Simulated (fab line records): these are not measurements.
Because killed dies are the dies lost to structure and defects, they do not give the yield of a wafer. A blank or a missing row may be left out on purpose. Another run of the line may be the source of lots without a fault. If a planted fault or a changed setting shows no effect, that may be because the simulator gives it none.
fab line records	flow n5_finfet
record: lots: 7	wafers: 39
route steps=1938 shown FIN_SAQP@94 DUMMY_GATE@215 SD_ACTIVATION@331 GATE_CUT@510
start_h: start of the lot's first displayed wafer, in hours after the record's first day	wait_h: how many hours have passed since the lot's step before this one	" identical to the entry in the row above	L1.1+2: a row that stands for several wafers	- value missing, or start not given	* or withheld: withheld	< > ~ a bound
route shown NAME@n: NAME is a module with steps in the file, n the number in the route of the first one	usual: mean/standard deviation of fault-free wafers	same: alike in all rows	chamber/n: place in a boat	sites: readings site by site	_std_site: standard deviation across them	_edge_site: inner sites' mean taken away from outer sites' mean	radius_mm: for every site, how far away it sits from the centre of the wafer	mask NAME#n: copy n	behind: tool/chamber where the wafer was last shaped	hold: the reason the lot was held/the length of the hold in hours/how it ended	device: transistor that didn't switch, given as n, p or np	end of line: tests of these same wafers at the route's end	a step given without rows: its recipe and nothing more	killed: dies lost to structure and defects at the first sort, not the wafer's yield	map: the dies of a wafer, with x for killed, . for not killed, _ for no die there
set.NAME: the run value of the setting; set.NAME@STEP: its run value at that earlier step	model.NAME: the simulator's own value behind a step, which no gauge read
lots with deliberately changed settings; one table per step, one row per wafer
== steps ==
step: N5_FIN_SAQP_ALD_61
recipe: material: SiO2	target_thk_a: 40	temp_c: 300	ald_precursor_family: BDEAS	ald_co_reactant: O2-plasma	pulse_time_s: 1	purge_time_s: 2	co_reactant_purge_time_s: 2	ald_cycles: 43	pressure_torr: 2
lot.wafer	tool	chamber	start_h	wait_h	set.ald_cycles	model.SiO2_of_FIN_SAQP_ALD_61.thk_nm
L074.1	ald_sin-03	3	20.41	0.0	43	4.01
L074.2	"	1	"	"	43	3.995
L074.3	"	2	"	"	43	3.979
L074.4	"	0	"	"	43	3.986
L074.5	"	3	"	"	43	3.997
L074.6	"	0	"	"	43	3.984
L076.1	ald_sin-02	1	33.75	0.7	43	3.987
L076.2	"	0	"	"	43	3.978
L076.3	"	3	"	"	43	3.99
L076.4	"	2	"	"	43	4.013
L076.5	"	2	"	"	43	4.014
L076.6	"	3	"	"	43	3.994
L079.1	ald_sin-04	3	50.33	0.0	43	4.001
L079.2	"	0	"	"	47	4.377
L079.3	"	2	"	"	47	4.405
L079.4	"	1	"	"	47	4.359
L079.5	"	1	"	"	43	3.965
L079.6	"	2	"	"	43	4.015
L087.1	ald_sin-02	3	98.27	0.0	41	3.85
L087.2	"	0	"	"	41	3.857
L087.3	"	1	"	"	43	4.01
L087.4	"	2	"	"	41	3.83
L087.5	"	2	"	"	43	4.037
L087.6	"	3	"	"	43	4.021
L090.1	ald_sin-04	0	116.40	0.0	41	3.803
L090.2	"	1	"	"	43	3.994
L090.3	"	2	"	"	43	4.022
L090.4	"	3	"	"	41	3.794
L090.5	"	1	"	"	43	3.996
L090.6	"	0	"	"	41	3.814
L092.2	ald_sin-04	0	128.05	0.0	43	4.018
L092.3	"	2	"	"	43	4.019
L092.4	"	1	"	"	43	4.004
L093.1	ald_sin-03	1	134.66	0.0	45	4.196
L093.2	"	2	"	"	45	4.195
L093.3	"	3	"	"	45	4.177
L093.4	"	0	"	"	43	4.003
L093.5	"	2	"	"	43	3.992
L093.6	"	3	"	"	43	4.011
step: N5_DUMMY_GATE_CVD_03
recipe: material: a-Si	target_thk_a: 1500	temp_c: 530	precursor: SiH4	time_s: 8042
lot.wafer	tool	chamber	start_h	wait_h	set.target_thk_a	model.a-Si_of_DUMMY_GATE_CVD_03.thk_nm
L074.1+6	-	-	-	0.1	1414	141.6
L074.2	"	-	"	"	1414	141.8
L074.3	"	-	"	"	1414	141.2
L074.4	"	-	"	"	1414	142
L074.5	"	-	"	"	1414	142.4
L076.1+3+4+6	-	-	-	0.1	1500	148.8
L076.2	"	-	"	"	1500	151
L076.5	"	-	"	"	1500	149.2
L079.1	-	-	-	0.1	1500	148.6
L079.2+3	"	-	"	"	1500	149.8
L079.4	"	-	"	"	1500	149.2
L079.5	"	-	"	"	1500	149.4
L079.6	"	-	"	"	1500	150
L087.1+2+3	-	-	-	0.1	1431	143.4
L087.4	"	-	"	"	1431	141.4
L087.5	"	-	"	"	1431	142.8
L087.6	"	-	"	"	1431	142.2
L090.1	-	-	-	0.1	1500	149.4
L090.2+3+6	"	-	"	"	1500	149.6
L090.4	"	-	"	"	1500	149.8
L090.5	"	-	"	"	1500	150
L092.2	lpcvd-01	0/70	144.43	0.1	1500	150.8
L092.3+4	"	0/75,0/79	"	"	1500	150.6
L093.1	-	-	-	2.4	1500	151.6
L093.2	"	-	"	"	1500	152.2
L093.3+4	"	-	"	"	1500	152.6
L093.5+6	"	-	"	"	1500	152
step: N5_DUMMY_GATE_ETCH_32
recipe: chemistry: CF4	target: SiO2	target_depth_a: 35	time_s: 3.9	ion_energy_ev: 350	pressure_mtorr: 10	icp_w: 800	bias_w: 400	cf4_flow_sccm: 80
lot.wafer	tool	chamber	start_h	wait_h	set.time_s	model.etch.depth_nm
L074.1	rie_si-06	0	48.68	0.1	4.793	4.172
L074.2	"	2	"	"	3.9	3.5
L074.3	"	1	"	"	3.9	3.396
L074.4	"	3	"	"	3.9	3.402
L074.5	"	2	"	"	4.793	4.299
L074.6	"	3	"	"	4.793	4.206
L076.1	rie_si-06	2	60.37	0.1	4.726	4.259
L076.2	"	0	"	"	4.726	4.162
L076.3	"	1	"	"	4.726	4.138
L076.4	"	3	"	"	3.9	3.469
L076.5	"	2	"	"	3.9	3.532
L076.6	"	1	"	"	3.9	3.408
L079.1	rie_si-01	3	76.20	0.1	4.497	3.979
L079.2	"	0	"	"	3.9	3.623
L079.3	"	2	"	"	4.497	4.211
L079.4	"	1	"	"	3.9	3.446
L079.5	"	1	"	"	3.9	3.462
L079.6	"	2	"	"	4.497	4.199
L087.1	rie_si-01	2	123.69	0.1	3.9	3.618
L087.2	"	0	"	"	3.9	3.615
L087.3	"	1	"	"	3.9	3.486
L087.4	"	3	"	"	3.9	3.467
L087.5	"	0	"	"	3.9	3.608
L087.6	"	1	"	"	3.9	3.475
L090.1	rie_si-06	1	143.93	0.1	3.9	3.419
L090.2	"	3	"	"	3.9	3.428
L090.3	"	2	"	"	3.9	3.479
L090.4	"	0	"	"	3.9	3.422
L090.5	"	2	"	"	3.9	3.501
L090.6	"	3	"	"	3.9	3.433
L092.2	rie_si-01	0	155.53	0.1	3.9	3.584
L092.3	"	1	"	"	3.9	3.445
L092.4	"	3	"	"	3.9	3.448
L093.1	rie_si-04	1	163.42	0.1	3.9	3.546
L093.2	"	0	"	"	3.9	3.526
L093.3	"	3	"	"	3.9	3.481
L093.4	"	2	"	"	3.9	3.572
L093.5	"	2	"	"	3.9	3.578
L093.6	"	3	"	"	3.9	3.507
step: N5_SD_ACTIVATION_LSA_01
recipe: temp_c: 1080	time_s: 0.0008	ambient: N2
usual: wafer_temp_C_max: 1086.0/1.4
lot.wafer	tool	chamber	start_h	wait_h	set.temp_c	wafer_temp_C_max
L074.1	laser_anneal-02	0	60.30	0.3	1097	1102.7
L074.2	"	0	"	"	1080	1086.2
L074.3	"	0	"	"	1080	1088.4
L074.4	"	0	"	"	1097	1104.8
L074.5	"	0	"	"	1080	1085.3
L074.6	"	0	"	"	1097	1105.8
L079.1	laser_anneal-02	0	86.80	0.2	1094	1103.4
L079.2	"	0	"	"	1080	1084.5
L079.3	"	0	"	"	1094	1100.6
L079.4	"	0	"	"	1094	1102.2
L079.5	"	0	"	"	1080	1086.3
L079.6	"	0	"	"	1080	1085.5
L087.1	laser_anneal-02	0	134.98	0.2	1080	1086.7
L087.2	"	0	"	"	1066	1073.6
L087.3	"	0	"	"	1080	1085.4
L087.4	"	0	"	"	1066	1073.4
L087.5	"	0	"	"	1080	1088.9
L087.6	"	0	"	"	1066	1074.2
L090.1	laser_anneal-01	0	155.29	0.2	1071	1074.9
L090.2	"	0	"	"	1080	1085.0
L090.3	"	0	"	"	1071	1075.6
L090.4	"	0	"	"	1080	1084.9
L090.5	"	0	"	"	1071	1074.4
L090.6	"	0	"	"	1080	1084.5
L092.2	laser_anneal-02	0	165.83	0.2	1080	1086.4
L092.3	"	0	"	"	1080	1086.3
L092.4	"	0	"	"	1080	1084.9
L076.1	laser_anneal-01	0	175.08	0.2	1080	1084.4
L076.2	"	0	"	"	1070	1074.0
L076.3	"	0	"	"	1080	1085.8
L076.4	"	0	"	"	1070	1074.6
L076.5	"	0	"	"	1070	1074.2
L076.6	"	0	"	"	1080	1084.9
L093.1	laser_anneal-02	0	175.55	0.2	1080	1086.5
L093.2	"	0	"	"	1087	1094.8
L093.3	"	0	"	"	1087	1094.1
L093.4	"	0	"	"	1080	1085.4
L093.5	"	0	"	"	1087	1093.9
L093.6	"	0	"	"	1080	1086.5
step: N5_SD_ACTIVATION_RS_MEAS_03
recipe: thk_meas_gauge: four-point-probe
usual: RS_SD_N: 22.0/0.3	RS_SD_P: 56.1/0.75
lot.wafer	tool	chamber	start_h	wait_h	set.temp_c@SD_ACTIVATION_LSA_01	RS_SD_N[ohm/sq]	RS_SD_P[ohm/sq]
L074.1	film_metro-02	-	60.50	0.2	1097	20.0	56.6
L074.2	"	-	"	"	1080	21.6	55.3
L074.3	"	-	"	"	1080	21.8	56.7
L074.4	"	-	"	"	1097	20.0	55.8
L074.5	"	-	"	"	1080	21.5	56.0
L074.6	"	-	"	"	1097	20.1	55.6
L079.1	film_metro-02	-	87.01	0.2	1094	20.4	57.2
L079.2	"	-	"	"	1080	21.9	56.3
L079.3	"	-	"	"	1094	20.0	57.4
L079.4	"	-	"	"	1094	20.2	56.5
L079.5	"	-	"	"	1080	21.9	56.4
L079.6	"	-	"	"	1080	21.7	56.6
L087.1	film_metro-02	-	135.19	0.2	1080	21.7	56.3
L087.2	"	-	"	"	1066	23.7	56.6
L087.3	"	-	"	"	1080	21.9	56.4
L087.4	"	-	"	"	1066	23.4	57.3
L087.5	"	-	"	"	1080	21.8	56.4
L087.6	"	-	"	"	1066	23.7	57.3
L090.1	film_metro-01	-	155.49	0.2	1071	23.4	55.5
L090.2	"	-	"	"	1080	22.2	55.2
L090.3	"	-	"	"	1071	23.8	54.9
L090.4	"	-	"	"	1080	22.4	55.5
L090.5	"	-	"	"	1071	23.1	56.1
L090.6	"	-	"	"	1080	22.3	55.2
L092.2	film_metro-01	-	166.02	0.2	1080	22.7	56.1
L092.3	"	-	"	"	1080	22.5	56.7
L092.4	"	-	"	"	1080	22.6	57.4
L076.1	film_metro-02	-	175.29	0.2	1080	21.5	56.0
L076.2	"	-	"	"	1070	22.5	55.6
L076.3	"	-	"	"	1080	21.4	55.5
L076.4	"	-	"	"	1070	22.4	55.6
L076.5	"	-	"	"	1070	22.8	56.4
L076.6	"	-	"	"	1080	21.6	54.8
L093.1	film_metro-02	-	175.75	0.2	1080	22.3	55.6
L093.2	"	-	"	"	1087	21.5	55.7
L093.3	"	-	"	"	1087	21.7	54.3
L093.4	"	-	"	"	1080	22.2	55.0
L093.5	"	-	"	"	1087	21.7	55.2
L093.6	"	-	"	"	1080	22.2	54.8
step: N5_GATE_CUT_ALD_22
recipe: material: SiNx	target_thk_a: 160	temp_c: 400	ald_precursor_family: SiH2I2	ald_co_reactant: N2/H2-plasma	pulse_time_s: 1	ald_cycles: 320	purge_time_s: 2	co_reactant_purge_time_s: 2	pressure_torr: 2
lot.wafer	tool	chamber	start_h	wait_h	set.ald_cycles	model.SiNx_of_GATE_CUT_ALD_22.thk_nm
L074.1+5+6	ald_sin-03	3,2,3	87.75	0.2	320	16
L074.2	"	0	"	"	354	17.8
L074.3+4	"	2,1	"	"	354	17.6
L079.1+4+5	ald_sin-01	3,0,0	113.23	0.0	320	16
L079.2+3+6	"	1,2,1	"	"	296	14.8
L087.1+5	ald_sin-03	0,2	160.83	0.0	320	16.2
L087.2+3+4+6	"	3,1,2,1	"	"	320	16
L090.1+6	ald_sin-02	2,3	182.20	1.1	291	14.6
L090.2+3+5	"	0,3,2	"	"	320	16
L090.4	"	1	"	"	291	14.4
L092.2+3+4	ald_sin-02	0,3,2	192.11	0.0	320	16
L093.1+2+3+4+5+6	ald_sin-01	2,0,3,1,1,0	203.74	0.7	320	16
L076.1+5	ald_sin-02	2,1	204.00	0.3	320	16
L076.2+4+6	"	0,3,2	"	"	295	14.8
L076.3	"	1	"	"	320	16.2
== key ==
split: step: N5_FIN_SAQP_ALD_61	setting: ald_cycles	stated: 43	by: wafer
response: step: N5_FIN_SAQP_ALD_61	reading: model.SiO2_of_FIN_SAQP_ALD_61.thk_nm	change: +0.0411	per: 1%	r: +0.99
split: step: N5_DUMMY_GATE_CVD_03	setting: target_thk_a	stated: 1500	by: lot
response: step: N5_DUMMY_GATE_CVD_03	reading: model.a-Si_of_DUMMY_GATE_CVD_03.thk_nm	change: +1.52	per: 1%	r: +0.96
split: step: N5_DUMMY_GATE_ETCH_32	setting: time_s	stated: 3.9	by: wafer
response: step: N5_DUMMY_GATE_ETCH_32	reading: model.etch.depth_nm	change: +0.0355	per: 1%	r: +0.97
split: step: N5_SD_ACTIVATION_LSA_01	setting: temp_c	stated: 1080	by: wafer
response: step: N5_SD_ACTIVATION_LSA_01	reading: wafer_temp_C_max	change: *	per: 1%	r: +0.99
response: step: N5_SD_ACTIVATION_RS_MEAS_03	reading: RS_SD_N	change: -1.2	per: 1%	r: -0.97
split: step: N5_GATE_CUT_ALD_22	setting: ald_cycles	stated: 320	by: wafer
response: step: N5_GATE_CUT_ALD_22	reading: model.SiNx_of_GATE_CUT_ALD_22.thk_nm	change: +0.16	per: 1%	r: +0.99
